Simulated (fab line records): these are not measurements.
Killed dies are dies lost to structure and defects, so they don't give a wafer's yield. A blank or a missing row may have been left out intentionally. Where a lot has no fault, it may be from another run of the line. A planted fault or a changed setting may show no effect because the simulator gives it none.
fab line records	flow nand_harc	part 1 of 2: steps 1 to 19 of 30
record lots=5	wafers=15	last_day=24
route steps=1159 shown A_CONTACT@936 A_BLC@964
lots untouched by any fault: they come from a run of this same line in which no faults occurred
start_h: hours from the record's first day to the start of the lot's first wafer shown	wait_h: hours from the lot's prior step to this one	" the same as in the row above	L1.1+2: a single row standing in for several wafers	- no value, or no start was given	* or withheld: withheld	< > ~ a bound
route shown NAME@n: names a module that has steps shown in the file, with the first one's number in the route	usual: mean and standard deviation over wafers with no fault	same: alike in all rows	chamber/n: place in a boat	sites: per-site readings	_std_site: how widely they spread, as a standard deviation	_edge_site: mean of outer sites minus mean of inner sites	radius_mm: for every site, how far away it sits from the centre of the wafer	mask NAME#n: copy n	behind: the tool/chamber that last shaped the wafer	hold: why the lot went on hold/how many hours it stayed there/how the hold came to an end	device: which transistor (n, p or np) failed to switch	end of line: the same wafers' tests at the end of the route	a step with no rows: only its recipe	killed: count of dies lost to structure and defects at first sort (not the wafer's yield)	map: per-die view of a wafer (x killed, . not killed, _ where there is no die)
set.NAME: the setting that was run; set.NAME@STEP: the one run at that earlier step	model.NAME: the simulator's own value behind a step, which no gauge read
certain route steps with their lots: each step a table, each wafer a row
services: when a tool's chamber went out of use (start_h, in hours from the record's first day, below 0 if earlier), for how many hours, and the reason
## steps
# step NHARC_A_CONTACT_OVL_MEAS_09
# usual overlay_x_nm=0.0/0.7	overlay_y_nm=-0.2/0.94
lot.wafer	tool	chamber	start_h	wait_h	overlay_x_nm	overlay_y_nm
L084.4	overlay-02	-	448.60	-	0.9	0.9
L084.5	"	-	"	"	0.6	0.9
L084.6	"	-	"	"	0.4	0.8
L089.1	overlay-02	-	466.64	-	0.0	1.5
L089.3	"	-	"	"	0.0	2.1
L089.5	"	-	"	"	-0.3	1.4
L091.1	overlay-02	-	481.75	-	-0.1	-0.4
L091.5	"	-	"	"	-0.3	0.1
L091.6	"	-	"	"	-0.8	-0.1
L092.1	overlay-02	-	494.02	-	-0.1	0.6
L092.2	"	-	"	"	0.1	1.0
L092.6	"	-	"	"	-0.1	1.2
L096.1	overlay-02	-	509.09	-	0.7	-1.0
L096.2	"	-	"	"	0.9	-1.2
L096.5	"	-	"	"	1.4	-1.3
# step NHARC_A_CONTACT_INSPECT_10
# usual raw_defect_count=31/14
lot.wafer	tool	chamber	start_h	wait_h	raw_defect_count
L084.4	defect_inspect-02	-	448.64	0.0	22
L084.5	"	-	"	"	34
L084.6	"	-	"	"	21
L089.1	defect_inspect-02	-	466.67	0.0	44
L089.3	"	-	"	"	53
L089.5	"	-	"	"	56
L091.1	defect_inspect-01	-	481.78	0.0	42
L091.5	"	-	"	"	31
L091.6	"	-	"	"	36
L092.1	defect_inspect-02	-	494.06	0.0	22
L092.2	"	-	"	"	10
L092.6	"	-	"	"	19
L096.1	defect_inspect-01	-	509.13	0.0	25
L096.2	"	-	"	"	25
L096.5	"	-	"	"	21
# step NHARC_A_CONTACT_DESCUM_13
# recipe time_s=3	o2_flow_sccm=200	ar_flow_sccm=0	bias_power_w=0	chemistry=O2
# usual drypump_motor_current_A=5.9/0.42	oes_product_au=1.000/0.01	rf_vpp_V=57.8/0.95	showerhead_plenum_p_Torr=1.91/0.078	throttle_valve_pct=11.312/0.0094
lot.wafer	tool	chamber	start_h	wait_h	drypump_motor_current_A	oes_product_au	rf_hours_counter_h	rf_vpp_V	showerhead_plenum_p_Torr	throttle_valve_pct
L084.4	rie_diel-10	3	448.71	0.1	5.7	0.998	32	59.2	1.93	11.304
L084.5	"	1	"	"	5.2	1.007	-	58.5	1.79	11.316
L084.6	"	2	"	"	5.2	0.999	-	59.3	1.94	11.321
L089.3	rie_diel-08	1	466.74	0.1	6.5	1.014	30	58.3	2.01	11.291
L089.1	"	3	"	"	5.6	1.001	35	57.7	1.90	11.314
L089.5	"	0	"	"	5.8	1.005	-	57.4	1.89	11.313
L091.1	rie_diel-10	1	481.86	0.1	5.2	0.993	42	56.0	1.79	11.322
L091.5	"	3	"	"	5.7	0.998	-	57.7	1.93	11.316
L091.6	"	0	"	"	5.8	1.012	-	59.2	1.89	11.317
L092.1	rie_diel-08	1	494.12	0.1	6.5	0.998	0	57.0	2.01	11.301
L092.2	"	0	"	"	5.7	0.999	0	57.7	1.89	11.317
L092.6	"	1	"	"	6.5	1.003	-	58.2	2.01	11.311
L096.2	rie_diel-08	0	509.21	0.1	5.8	1.016	3	57.2	1.89	11.293
L096.1	"	1	"	"	6.5	1.025	3	58.0	2.01	11.315
L096.5	"	1	"	"	6.5	1.009	-	58.7	2.01	11.310
# step NHARC_A_CONTACT_ETCH_88
# recipe target_depth_a=390	over_etch_frac=0.3	time_s=65	ion_energy_ev=80	cf4_flow_sccm=150	ar_flow_sccm=0	rf_w=300	bias_w=100	chemistry=CF4
# usual drypump_motor_current_A=5.9/0.41	oes_product_au=1.000/0.011	rf_vpp_V=151.2/1.1	showerhead_plenum_p_Torr=1.76/0.067	throttle_valve_pct=13.284/0.0096
lot.wafer	tool	chamber	start_h	wait_h	drypump_motor_current_A	oes_product_au	rf_hours_counter_h	rf_vpp_V	showerhead_plenum_p_Torr	throttle_valve_pct
L084.4	rie_diel-10	1	448.84	0.1	5.1	0.991	29	149.7	1.66	13.294
L084.5	"	3	"	"	5.7	0.993	-	151.3	1.78	13.273
L084.6	"	0	"	"	5.7	0.989	-	150.7	1.75	13.277
L089.1	rie_diel-08	0	466.83	0.1	5.8	1.004	36	151.0	1.75	13.277
L089.3	"	1	"	"	6.5	1.014	30	152.5	1.85	13.299
L089.5	"	3	"	"	5.6	1.012	-	151.2	1.76	13.278
L091.1	rie_diel-10	3	482.00	0.1	5.6	1.001	44	151.6	1.78	13.276
L091.5	"	2	"	"	5.2	0.993	-	150.4	1.79	13.287
L091.6	"	3	"	"	5.7	1.000	-	151.4	1.78	13.283
L092.2	rie_diel-08	2	494.21	0.1	5.8	0.997	0	150.3	1.65	13.274
L092.1	"	0	"	"	5.8	0.995	0	150.4	1.75	13.286
L092.6	"	2	"	"	5.8	0.991	-	150.9	1.65	13.299
L096.1	rie_diel-08	3	509.31	0.1	5.6	1.004	3	150.6	1.76	13.276
L096.2	"	0	"	"	5.7	1.008	3	151.7	1.74	13.290
L096.5	"	1	"	"	6.5	1.032	-	153.8	1.85	13.289
# step NHARC_A_CONTACT_ETCH_89
# recipe target_depth_a=2600	over_etch_frac=0.3	time_s=475.3	ion_energy_ev=200	n2_flow_sccm=150	h2_flow_sccm=150	ar_flow_sccm=0	rf_w=400	bias_w=150	chemistry=N2/H2
# usual drypump_motor_current_A=5.8/0.4	oes_product_au=1.000/0.011	rf_vpp_V=430.3/2.5	showerhead_plenum_p_Torr=2.03/0.082	throttle_valve_pct=14.171/0.0099
lot.wafer	tool	chamber	start_h	wait_h	drypump_motor_current_A	oes_product_au	rf_hours_counter_h	rf_vpp_V	showerhead_plenum_p_Torr	throttle_valve_pct
L084.4	rie_diel-10	1	-	-	5.2	1.001	29	427.7	1.91	14.196
L084.6	"	2	"	"	5.2	0.991	-	430.3	2.07	14.166
L084.5	"	3	"	"	5.7	0.991	-	432.0	2.06	14.157
L089.3	rie_diel-08	2	-	-	5.8	0.993	37	425.9	1.88	14.170
L089.1	"	3	"	"	5.5	1.017	35	429.7	2.02	14.177
L089.5	"	0	"	"	5.8	0.998	-	431.0	2.01	14.176
L091.1	rie_diel-10	1	-	-	5.2	0.991	42	426.2	1.90	14.185
L091.5	"	3	"	"	5.7	0.998	-	430.7	2.05	14.171
L091.6	"	0	"	"	5.7	1.000	-	429.8	2.01	14.164
L092.2	rie_diel-08	3	-	-	5.6	0.998	0	429.8	2.02	14.180
L092.1	"	1	"	"	6.5	1.020	0	434.4	2.14	14.162
L092.6	"	3	"	"	5.6	1.002	-	429.3	2.02	14.172
L096.2	rie_diel-08	2	-	-	5.8	0.983	4	426.3	1.88	14.161
L096.1	"	3	"	"	5.6	0.984	3	430.5	2.02	14.156
L096.5	"	2	"	"	5.8	0.977	-	424.5	1.88	14.168
# step NHARC_A_CONTACT_ETCH_30
# recipe target_depth_a=605	time_s=30.2	cf4_flow_sccm=100	chf3_flow_sccm=30	ar_flow_sccm=0	rf_w=500	bias_w=200	chemistry=CF4/CHF3
# usual drypump_motor_current_A=5.8/0.4	oes_product_au=0.933/0.018	rf_vpp_V=370.4/2.1	showerhead_plenum_p_Torr=1.56/0.061	throttle_valve_pct=16.802/0.0093
lot.wafer	tool	chamber	start_h	wait_h	drypump_motor_current_A	oes_product_au	rf_hours_counter_h	rf_vpp_V	showerhead_plenum_p_Torr	throttle_valve_pct
L084.4	rie_diel-10	3	-	-	5.7	0.923	32	370.9	1.59	16.808
L084.6	"	3	"	"	5.7	0.914	-	370.3	1.59	16.815
L084.5	"	0	"	"	5.8	0.914	-	371.4	1.56	16.797
L089.3	rie_diel-08	3	-	-	5.5	0.935	36	370.6	1.56	16.797
L089.1	"	1	"	"	6.5	0.944	30	373.1	1.65	16.790
L089.5	"	2	"	"	5.8	0.924	-	366.1	1.46	16.787
L091.1	rie_diel-10	0	-	-	5.7	0.907	42	368.8	1.55	16.815
L091.6	"	1	"	"	5.2	0.923	-	369.2	1.48	16.799
L091.5	"	2	"	"	5.2	0.911	-	372.4	1.59	16.803
L092.1	rie_diel-08	0	-	-	5.7	0.984	1	370.1	1.55	16.805
L092.2	"	1	"	"	6.5	0.980	1	373.8	1.65	16.798
L092.6	"	2	"	"	5.8	0.949	-	368.0	1.46	16.781
L096.1	rie_diel-08	1	-	-	6.5	0.934	3	373.0	1.65	16.809
L096.2	"	2	"	"	5.8	0.908	4	366.2	1.46	16.796
L096.5	"	3	"	"	5.5	0.923	-	370.1	1.56	16.790
# step NHARC_A_CONTACT_ETCH_31
# recipe target_depth_a=20000	over_etch_frac=0.3	time_s=520	ion_energy_ev=150	o2_flow_sccm=400	cos_flow_sccm=20	ar_flow_sccm=0	rf_w=500	bias_w=300	chemistry=O2/COS
# usual drypump_motor_current_A=5.9/0.42	oes_product_au=1.000/0.0099	rf_vpp_V=314.0/1.9	showerhead_plenum_p_Torr=3.11/0.12	throttle_valve_pct=28.329/0.0094
lot.wafer	tool	chamber	start_h	wait_h	drypump_motor_current_A	oes_product_au	rf_hours_counter_h	rf_vpp_V	showerhead_plenum_p_Torr	throttle_valve_pct
L084.4	rie_diel-10	1	-	-	5.2	0.984	29	310.2	2.94	28.309
L084.6	"	3	"	"	5.7	0.986	-	313.7	3.15	28.331
L084.5	"	0	"	"	5.7	0.988	-	316.6	3.09	28.321
L089.1	rie_diel-08	1	-	-	6.5	1.018	30	314.7	3.27	28.334
L089.3	"	2	"	"	5.9	0.988	37	312.2	2.90	28.338
L089.5	"	1	"	"	6.5	1.016	-	316.7	3.27	28.333
L091.1	rie_diel-10	0	-	-	5.8	0.992	42	312.0	3.08	28.329
L091.5	"	3	"	"	5.7	0.998	-	314.1	3.14	28.332
L091.6	"	0	"	"	5.8	0.992	-	313.5	3.08	28.332
L092.2	rie_diel-08	2	-	-	5.9	0.982	1	311.7	2.90	28.336
L092.1	"	1	"	"	6.5	1.023	1	316.1	3.27	28.333
L092.6	"	3	"	"	5.6	0.992	-	315.1	3.10	28.326
L096.2	rie_diel-08	3	-	-	5.6	0.994	4	313.2	3.10	28.315
L096.1	"	0	"	"	5.7	1.000	3	312.4	3.08	28.334
L096.5	"	3	"	"	5.5	1.002	-	313.8	3.10	28.327
# step NHARC_A_CONTACT_ETCH_134
# recipe source_w=withheld	pressure_mtorr=20	bias_v=withheld	time_s=140	target_depth_a=7000	ar_flow_sccm=withheld	c4f8_flow_sccm=withheld	o2_flow_sccm=withheld	chemistry=C4F8/O2/Ar
lot.wafer	tool	chamber	start_h	wait_h	rf_hours_counter_h
L084.4	har_cap_etch-02	0	449.82	-	-
L084.5	"	0	"	"	-
L084.6	"	1	"	"	-
L089.1	har_cap_etch-02	0	467.72	-	26
L089.3	"	1	"	"	-
L089.5	"	1	"	"	-
L091.1	har_cap_etch-02	1	482.94	-	28
L091.5	"	0	"	"	-
L091.6	"	1	"	"	-
L092.1	har_cap_etch-02	0	495.16	-	29
L092.2	"	1	"	"	29
L092.6	"	1	"	"	-
L096.1	har_cap_etch-03	1	510.21	-	101
L096.2	"	0	"	"	101
L096.5	"	0	"	"	-
# step NHARC_A_CONTACT_ETCH_135
# recipe source_w=withheld	pressure_mtorr=20	bias_v=3000	time_s=132	target_depth_a=12870	ar_flow_sccm=withheld	c4f8_flow_sccm=withheld	o2_flow_sccm=withheld	chemistry=C4F8/O2/Ar
lot.wafer	tool	chamber	start_h	wait_h	rf_hours_counter_h
L084.4	har_cap_etch-02	0	449.99	0.1	-
L084.5	"	0	"	"	-
L084.6	"	1	"	"	-
L089.1	har_cap_etch-02	0	467.92	0.2	26
L089.3	"	1	"	"	-
L089.5	"	1	"	"	-
L091.1	har_cap_etch-02	1	483.20	0.2	28
L091.5	"	0	"	"	-
L091.6	"	1	"	"	-
L092.1	har_cap_etch-02	0	495.36	0.2	29
L092.2	"	1	"	"	29
L092.6	"	1	"	"	-
L096.1	har_cap_etch-03	1	510.40	0.2	102
L096.2	"	0	"	"	102
L096.5	"	0	"	"	-
# step NHARC_A_CONTACT_ETCH_136
# recipe source_w=withheld	pressure_mtorr=20	bias_v=3000	time_s=132	target_depth_a=12870	ar_flow_sccm=withheld	c4f8_flow_sccm=withheld	o2_flow_sccm=withheld	chemistry=C4F8/O2/Ar
lot.wafer	tool	chamber	start_h	wait_h	rf_hours_counter_h
L084.4	har_cap_etch-02	0	450.11	0.1	-
L084.5	"	0	"	"	-
L084.6	"	1	"	"	-
L089.1	har_cap_etch-02	0	468.04	0.1	26
L089.3	"	1	"	"	-
L089.5	"	1	"	"	-
L091.1	har_cap_etch-02	1	483.36	0.1	28
L091.5	"	0	"	"	-
L091.6	"	1	"	"	-
L092.1	har_cap_etch-02	0	495.48	0.1	29
L092.2	"	1	"	"	29
L092.6	"	1	"	"	-
L096.1	har_cap_etch-03	1	510.53	0.1	102
L096.2	"	0	"	"	102
L096.5	"	0	"	"	-
# step NHARC_A_CONTACT_ETCH_137
# recipe source_w=withheld	pressure_mtorr=20	bias_v=3000	time_s=132	target_depth_a=12870	ar_flow_sccm=withheld	c4f8_flow_sccm=withheld	o2_flow_sccm=withheld	chemistry=C4F8/O2/Ar
lot.wafer	tool	chamber	start_h	wait_h	rf_hours_counter_h
L084.4	har_cap_etch-02	0	450.24	0.1	-
L084.5	"	0	"	"	-
L084.6	"	1	"	"	-
L089.1	har_cap_etch-02	0	468.17	0.1	26
L089.3	"	1	"	"	-
L089.5	"	1	"	"	-
L091.1	har_cap_etch-02	1	483.52	0.1	28
L091.5	"	0	"	"	-
L091.6	"	1	"	"	-
L092.1	har_cap_etch-02	0	495.61	0.1	29
L092.2	"	1	"	"	29
L092.6	"	1	"	"	-
L096.1	har_cap_etch-03	1	510.65	0.1	102
L096.2	"	0	"	"	102
L096.5	"	0	"	"	-
# step NHARC_A_CONTACT_ETCH_138
# recipe source_w=withheld	pressure_mtorr=20	bias_v=3000	time_s=132	target_depth_a=12890	ar_flow_sccm=withheld	c4f8_flow_sccm=withheld	o2_flow_sccm=withheld	chemistry=C4F8/O2/Ar
lot.wafer	tool	chamber	start_h	wait_h	rf_hours_counter_h
L084.4	har_cap_etch-02	0	450.36	0.1	-
L084.5	"	0	"	"	-
L084.6	"	1	"	"	-
L089.1	har_cap_etch-02	0	468.29	0.1	26
L089.3	"	1	"	"	-
L089.5	"	1	"	"	-
L091.1	har_cap_etch-02	1	483.69	0.1	28
L091.5	"	0	"	"	-
L091.6	"	1	"	"	-
L092.1	har_cap_etch-02	0	495.73	0.1	29
L092.2	"	1	"	"	29
L092.6	"	1	"	"	-
L096.1	har_cap_etch-03	1	510.77	0.1	102
L096.2	"	0	"	"	102
L096.5	"	0	"	"	-
# step NHARC_A_CONTACT_ETCH_139
# recipe source_w=withheld	pressure_mtorr=20	bias_v=400	time_s=137	target_depth_a=5900	ar_flow_sccm=withheld	c4f8_flow_sccm=11.5	o2_flow_sccm=7.2	chemistry=C4F8/O2/Ar
lot.wafer	tool	chamber	start_h	wait_h	rf_hours_counter_h
L084.4	har_cap_etch-02	0	450.52	0.1	-
L084.5	"	0	"	"	-
L084.6	"	1	"	"	-
L089.1	har_cap_etch-02	0	468.41	0.1	26
L089.3	"	1	"	"	-
L089.5	"	1	"	"	-
L091.1	har_cap_etch-02	1	483.86	0.1	28
L091.5	"	0	"	"	-
L091.6	"	1	"	"	-
L092.1	har_cap_etch-02	0	495.86	0.1	29
L092.2	"	1	"	"	29
L092.6	"	1	"	"	-
L096.1	har_cap_etch-03	1	510.89	0.1	102
L096.2	"	0	"	"	102
L096.5	"	0	"	"	-
# step NHARC_A_CONTACT_ETCH_92
# recipe target_depth_a=400	over_etch_frac=0.5	time_s=85.7	ion_energy_ev=120	ch3f_flow_sccm=50	o2_flow_sccm=30	ar_flow_sccm=200	rf_w=500	bias_w=100	chemistry=CH3F/O2
# usual drypump_motor_current_A=5.8/0.39	oes_product_au=0.94/0.033	rf_vpp_V=243.9/1.5	showerhead_plenum_p_Torr=2.43/0.093	throttle_valve_pct=20.663/0.0089
lot.wafer	tool	chamber	start_h	wait_h	drypump_motor_current_A	oes_product_au	rf_hours_counter_h	rf_vpp_V	showerhead_plenum_p_Torr	throttle_valve_pct
L084.4	rie_diel-08	1	450.87	0.3	6.5	1.01	26	244.2	2.58	20.650
L084.6	"	3	"	"	5.6	1.02	-	245.4	2.44	20.675
L084.5	"	0	"	"	5.8	1.00	-	243.9	2.43	20.661
L089.3	rie_diel-11	2	468.87	0.3	6.1	0.98	22	244.9	2.45	20.675
L089.1	"	3	"	"	6.5	1.01	20	244.9	2.49	20.674
L089.5	"	3	"	"	6.5	1.00	-	245.2	2.49	20.643
L091.1	rie_diel-10	2	484.23	0.3	5.2	0.92	46	244.4	2.49	20.658
L091.6	"	2	"	"	5.2	0.91	-	244.1	2.49	20.658
L091.5	"	3	"	"	5.7	0.92	-	244.5	2.47	20.664
L092.1	rie_diel-08	2	496.26	0.4	5.8	0.93	1	241.5	2.28	20.670
L092.2	"	1	"	"	6.5	0.94	1	246.1	2.57	20.647
L092.6	"	3	"	"	5.6	0.92	-	244.6	2.44	20.650
L096.2	rie_diel-08	1	511.30	0.3	6.5	0.94	3	244.5	2.57	20.661
L096.1	"	0	"	"	5.7	0.93	3	243.6	2.42	20.665
L096.5	"	2	"	"	5.8	0.92	-	241.7	2.28	20.661
# step NHARC_A_CONTACT_ETCH_98
# recipe target_depth_a=200	over_etch_frac=0.5	time_s=10	ion_energy_ev=250	c4f6_flow_sccm=25	o2_flow_sccm=20	ar_flow_sccm=500	rf_w=600	bias_w=500	chemistry=C4F6/O2
# usual drypump_motor_current_A=5.8/0.39	oes_product_au=0.964/0.023	rf_vpp_V=546/3.3	showerhead_plenum_p_Torr=3.88/0.15	throttle_valve_pct=26.903/0.0083
lot.wafer	tool	chamber	start_h	wait_h	drypump_motor_current_A	oes_product_au	rf_hours_counter_h	rf_vpp_V	showerhead_plenum_p_Torr	throttle_valve_pct
L084.4	rie_diel-08	0	-	-	5.8	1.010	32	546	3.88	26.904
L084.5	"	3	"	"	5.5	1.008	-	548	3.90	26.905
L084.6	"	0	"	"	5.8	1.013	-	546	3.88	26.909
L089.1	rie_diel-11	0	-	-	6.1	0.998	23	554	4.21	26.915
L089.3	"	1	"	"	6.1	0.987	22	544	3.84	26.900
L089.5	"	2	"	"	6.1	1.001	-	547	3.91	26.918
L091.1	rie_diel-10	2	-	-	5.2	0.950	46	550	3.97	26.910
L091.6	"	3	"	"	5.7	0.972	-	548	3.95	26.892
L091.5	"	0	"	"	5.8	0.954	-	546	3.87	26.900
L092.1	rie_diel-08	0	-	-	5.8	0.939	1	546	3.87	26.901
L092.2	"	2	"	"	5.8	0.935	1	541	3.66	26.894
L092.6	"	0	"	"	5.8	0.954	-	546	3.87	26.917
L096.1	rie_diel-08	2	-	-	5.8	0.933	4	540	3.65	26.912
L096.2	"	3	"	"	5.6	0.942	4	545	3.89	26.908
L096.5	"	1	"	"	6.5	0.959	-	551	4.10	26.904
# step NHARC_A_CONTACT_CD_MEAS_15
# usual cd_nm=90.1/0.56
lot.wafer	tool	chamber	start_h	wait_h	cd_nm
L084.4	cd_sem-01	-	451.08	-	90.2
L084.5	"	-	"	"	89.9
L084.6	"	-	"	"	90.4
L089.1	cd_sem-03	-	469.10	-	89.0
L089.3	"	-	"	"	90.3
L089.5	"	-	"	"	88.6
L091.1	cd_sem-01	-	484.48	-	90.3
L091.5	"	-	"	"	89.8
L091.6	"	-	"	"	90.5
L092.1	cd_sem-01	-	496.47	-	90.9
L092.2	"	-	"	"	90.1
L092.6	"	-	"	"	90.8
L096.1	cd_sem-02	-	511.52	-	90.1
L096.2	"	-	"	"	89.9
L096.5	"	-	"	"	90.3
# step NHARC_A_CONTACT_STRIP_107
# recipe n2_flow_sccm=150	h2_flow_sccm=150	ar_flow_sccm=0	bias_w=0	chemistry=N2/H2
lot.wafer	tool	chamber	start_h	wait_h
L084.4+6+5	rie_diel-11	1,0,1	451.15	0.1
L089.3+1+5	rie_diel-10	1,2,1	469.18	0.1
L091.1+6+5	rie_diel-11	1,1,2	484.55	0.1
L092.2+1+6	rie_diel-11	0,1,0	496.55	0.1
L096.1+2+5	rie_diel-08	1,2,0	511.61	0.1
# step NHARC_A_CONTACT_STRIP_108
# recipe cf4_flow_sccm=100	chf3_flow_sccm=30	ar_flow_sccm=0	bias_w=0	chemistry=CF4/CHF3
lot.wafer	tool	chamber	start_h	wait_h
L084.4+6+5	rie_diel-11	3,0,1	451.25	0.1
L089.1+3+5	rie_diel-10	1,2,0	469.36	0.2
L091.1+5+6	rie_diel-11	0,2,3	484.65	0.1
L092.2+1+6	rie_diel-11	2,0,1	496.65	0.1
L096.1+2+5	rie_diel-08	2,0,2	511.68	0.1
# step NHARC_A_CONTACT_STRIP_109
# recipe o2_flow_sccm=400	cos_flow_sccm=20	ar_flow_sccm=0	bias_w=0	chemistry=O2/COS
lot.wafer	tool	chamber	start_h	wait_h
L084.4+5+6	rie_diel-11	1,2,3	451.31	0.1
L089.1+3+5	rie_diel-10	1,2,2	469.44	0.1
L091.1+6+5	rie_diel-11	1,0,1	484.71	0.1
L092.1+2+6	rie_diel-11	3,0,0	496.71	0.0
L096.2+1+5	rie_diel-08	3,1,3	511.75	0.1
